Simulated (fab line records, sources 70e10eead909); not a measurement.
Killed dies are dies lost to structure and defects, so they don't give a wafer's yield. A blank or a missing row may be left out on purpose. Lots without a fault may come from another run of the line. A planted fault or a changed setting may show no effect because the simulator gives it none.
Chamber matching | flow nand_harc | NHARC_P_M2_STRIP_18 on rie_diel-06: 4 sister chambers
The step strips in N2/H2. 24 wafers are shown with their chamber, then 12 later ones without.

WAFERS WITH THEIR CHAMBER
wafer  | chamber | showerhead_plenum_p_Torr (Torr) | drypump_motor_current_A (A) | oes_product_au (a.u.)
L075.2 | 3       | 2.08                            | 6.0                         | 1.023
L075.3 | 1       | 2.10                            | 5.3                         | 0.996
L075.5 | 2       | 2.20                            | 5.4                         | 1.007
L077.3 | 2       | 2.20                            | 5.4                         | 0.998
L077.4 | 0       | 2.07                            | 5.0                         | 1.007
L077.6 | 2       | 2.20                            | 5.4                         | 1.001
L076.2 | 0       | 2.07                            | 5.0                         | 1.010
L076.4 | 3       | 2.07                            | 6.0                         | 1.022
L076.6 | 2       | 2.20                            | 5.4                         | 1.003
L078.2 | 0       | 2.07                            | 5.0                         | 1.002
L078.4 | 3       | 2.07                            | 6.0                         | 1.017
L078.5 | 2       | 2.20                            | 5.4                         | 1.002
L084.3 | 3       | 2.07                            | 5.9                         | 1.008
L084.4 | 2       | 2.20                            | 5.4                         | 1.015
L084.6 | 3       | 2.07                            | 6.0                         | 1.007
L083.1 | 3       | 2.07                            | 6.0                         | 0.990
L083.3 | 1       | 2.10                            | 5.4                         | 0.977
L083.6 | 1       | 2.10                            | 5.3                         | 0.985
L085.1 | 1       | 2.10                            | 5.3                         | 0.993
L085.2 | 2       | 2.20                            | 5.4                         | 1.009
L085.4 | 3       | 2.07                            | 6.0                         | 1.012
L087.2 | 3       | 2.07                            | 6.0                         | 1.011
L087.3 | 1       | 2.10                            | 5.3                         | 0.994
L087.5 | 1       | 2.10                            | 5.3                         | 0.996

SIGNATURES (means of the wafers above)
reading                  | chamber 0 | chamber 1 | chamber 2 | chamber 3 | scatter within a chamber
showerhead_plenum_p_Torr | 2.0700    | 2.1000    | 2.2000    | 2.0713    | 0.00209
drypump_motor_current_A  | 5.000     | 5.317     | 5.400     | 5.987     | 0.0292
oes_product_au           | 1.00633   | 0.99017   | 1.00500   | 1.01125   | 0.00803
Rule: a wafer's distance from a chamber is the root of the sum, over the readings, of the square of ((its reading less the chamber's mean) divided by the reading's scatter). The wafer belongs to the nearest chamber; if the next one is less than 2 further off, it can't be placed. The scatter: the root of (the sum of the squares of (reading less its chamber's mean) over the shown wafers, divided by (wafers less chambers)).

WAFERS WITHOUT THEIR CHAMBER
wafer  | showerhead_plenum_p_Torr (Torr) | drypump_motor_current_A (A) | oes_product_au (a.u.)
L086.1 | 2.07                            | 6.0                         | 1.002
L086.3 | 2.20                            | 5.4                         | 1.012
L086.6 | 2.07                            | 6.0                         | 1.004
L089.1 | 2.10                            | 5.3                         | 0.991
L089.3 | 2.07                            | 5.0                         | 0.997
L089.6 | 2.07                            | 6.0                         | 1.006
L091.1 | 2.07                            | 6.0                         | 1.007
L091.3 | 2.10                            | 5.3                         | 0.995
L091.6 | 2.07                            | 5.0                         | 0.996
L097.2 | 2.10                            | 5.3                         | 0.983
L097.4 | 2.07                            | 5.9                         | 1.000
L097.5 | 2.10                            | 5.3                         | 0.980

WHICH CHAMBER EACH WENT THROUGH
wafer  | from the rows above | in truth
L086.1 | 3                   | 3
L086.3 | 2                   | 2
L086.6 | 3                   | 3
L089.1 | 1                   | 1
L089.3 | 0                   | 0
L089.6 | 3                   | 3
L091.1 | 3                   | 3
L091.3 | 1                   | 1
L091.6 | 0                   | 0
L097.2 | 1                   | 1
L097.4 | 3                   | 3
L097.5 | 1                   | 1
Placed correctly: 12 of 12. Can't be placed from these rows: 0. Placed wrongly: 0.
